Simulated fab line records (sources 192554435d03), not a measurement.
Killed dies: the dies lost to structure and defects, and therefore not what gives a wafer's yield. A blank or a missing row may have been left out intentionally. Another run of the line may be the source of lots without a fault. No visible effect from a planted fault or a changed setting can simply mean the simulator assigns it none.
Chamber matching	flow n5 finfet	3 sister chambers for N5_BEOL_M2_ILD_DEP_00 on pecvd-03
The step deposits SiOC from DEMS/O2, target thk 79 nm, time 15.3 s. 6 wafers are shown with their chamber, then 12 later ones without.

WAFERS PAIRED WITH THEIR CHAMBERS
wafer	chamber	heater power w (W)	showerhead plenum p Torr (Torr)
L084.2	1	442	5.707
L086.3	1	490	5.695
L090.6	2	461	5.718
L089.1	2	437	5.725
L089.4	0	611	5.730
L089.5	0	618	5.715

WAFERS WITHOUT THEIR CHAMBER
wafer	heater power w (W)	showerhead plenum p Torr (Torr)
L092.1	459	5.727
L092.2	602	5.725
L092.3	429	5.703
L092.4	619	5.723
L092.5	431	5.696
L092.6	457	5.719
L093.3	498	5.715
L093.4	473	5.726
L093.6	584	5.711
L094.1	453	5.723
L094.5	403	5.701
L094.6	456	5.715

THE CHAMBER EACH PASSED THROUGH
wafer	from the rows above	in truth
L092.1	2	2
L092.2	0	0
L092.3	can't be placed: 1 or 2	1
L092.4	0	0
L092.5	can't be placed: 1 or 2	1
L092.6	can't be placed: 2 or 1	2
L093.3	can't be placed: 1 or 2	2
L093.4	can't be placed: 2 or 1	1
L093.6	0	0
L094.1	2	2
L094.5	can't be placed: 1 or 2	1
L094.6	can't be placed: 2 or 1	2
5 of 12 placed correctly. Can't be placed from these rows: 7 (the true chamber is among the candidates in 7). Wrongly placed: 0.
How it was worked out, from the rows above alone: a wafer's distance from a chamber is the root of the sum, over the readings, of the square of ((its reading less the chamber's mean) divided by the reading's scatter). The wafer belongs to the nearest chamber; if the next one is less than 2 further off, it can't be placed. The mean given for a chamber averages the wafers shown for that chamber. The scatter is the square root of a quotient: the sum, over the shown wafers, of each reading's squared deviation from its chamber's mean, divided by wafers minus chambers.
